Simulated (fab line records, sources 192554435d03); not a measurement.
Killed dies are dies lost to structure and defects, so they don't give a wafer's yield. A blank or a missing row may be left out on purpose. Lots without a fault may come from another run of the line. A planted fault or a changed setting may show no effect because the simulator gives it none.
One fault seen from 2 desks | flow n5_finfet | each desk has only its own numbers; what lay behind them comes last

THE TOOL OWNER'S DESK: rie_diel-01
The tool's own readings at N5_BEOL_M2_ETCH_70 (etches SOC in N2/H2, target depth 80 nm, overetch 24 nm, time 130 s): means of the sampled wafers that have a number, for each lot that ran on this tool. A lot is out of limits, marked OUT, if its mean lies more than 4 standard deviations from the usual mean; the brackets give that distance.
Columns: A = bias_w at N5_BEOL_M2_ETCH_70, usual 150.0 W; B = chamber_pressure_mTorr at N5_BEOL_M2_ETCH_70, usual 29.998 mTorr; C = drypump_motor_current_A at N5_BEOL_M2_ETCH_70, usual 5.7 A; D = oes_product_au at N5_BEOL_M2_ETCH_70, usual 0.59 a.u.; E = rf_vpp_V at N5_BEOL_M2_ETCH_70, usual 523.4 V; F = showerhead_plenum_p_Torr at N5_BEOL_M2_ETCH_70, usual 2.52 Torr; G = throttle_valve_pct at N5_BEOL_M2_ETCH_70, usual 17.78 %
lot  | first seen here | A     | B      | C   | D    | E     | F    | G
L270 | day 9 11:04     | 150.2 | 30.011 | 6.2 | 0.59 | 520.9 | 2.46 | 17.69
L272 | day 10 04:27    | 149.7 | 29.997 | 5.8 | 0.62 | 524.3 | 2.53 | 17.66
L273 | day 10 17:27    | 149.7 | 29.997 | 5.4 | 0.63 | 526.0 | 2.61 | 17.65
L276 | day 11 16:50    | 149.9 | 29.991 | 5.5 | 0.63 | 526.2 | 2.61 | 17.65
This desk's finding: nothing out of limits on any of the 4 lots.

THE METROLOGY DESK
What the gauges read, lot by lot, whatever tool the lot ran on: means of the sampled wafers that have a number. A lot is out of limits, marked OUT, if its mean lies more than 4 standard deviations from the usual mean; the brackets give that distance. Of its 10 readings 7 are shown: those that lie furthest out on some lot.
Columns: A = DIBL_N at N5_BEOL_M4_RC_MEAS_101, usual 36.0 mV/V; B = DIBL_P at N5_BEOL_M4_RC_MEAS_101, usual 36.2 mV/V; C = IOFF_N at N5_BEOL_M4_RC_MEAS_101, usual 0.16 nA/um; D = ION_N at N5_BEOL_M4_RC_MEAS_101, usual 675 uA/um; E = SS_P at N5_BEOL_M4_RC_MEAS_101, usual 73.3 mV/dec; F = VT_N at N5_BEOL_M4_RC_MEAS_101, usual 250 mV; G = VT_P at N5_BEOL_M4_RC_MEAS_101, usual -251 mV
lot  | first seen here | A    | B    | C    | D   | E    | F   | G
L270 | day 11 02:36    | 40.1 | 39.3 | 0.19 | 682 | 74.5 | 250 | -251
L272 | day 11 09:58    | 36.0 | 37.5 | 0.18 | 681 | 73.1 | 248 | -247
L273 | day 12 05:01    | 33.8 | 34.0 | 0.12 | 665 | 72.9 | 254 | -252
L276 | day 12 15:43    | 34.9 | 34.8 | 0.13 | 664 | 72.7 | 254 | -253
L282 | day 14 04:59    | 35.4 | 34.8 | 0.14 | 673 | 73.7 | 253 | -253
This desk's finding: nothing out of limits on any of the 5 lots.

PUT TOGETHER
The tool owner's desk saw nothing out of limits.
The metrology desk saw nothing out of limits.

WHAT THE SIMULATOR HAD PUT IN
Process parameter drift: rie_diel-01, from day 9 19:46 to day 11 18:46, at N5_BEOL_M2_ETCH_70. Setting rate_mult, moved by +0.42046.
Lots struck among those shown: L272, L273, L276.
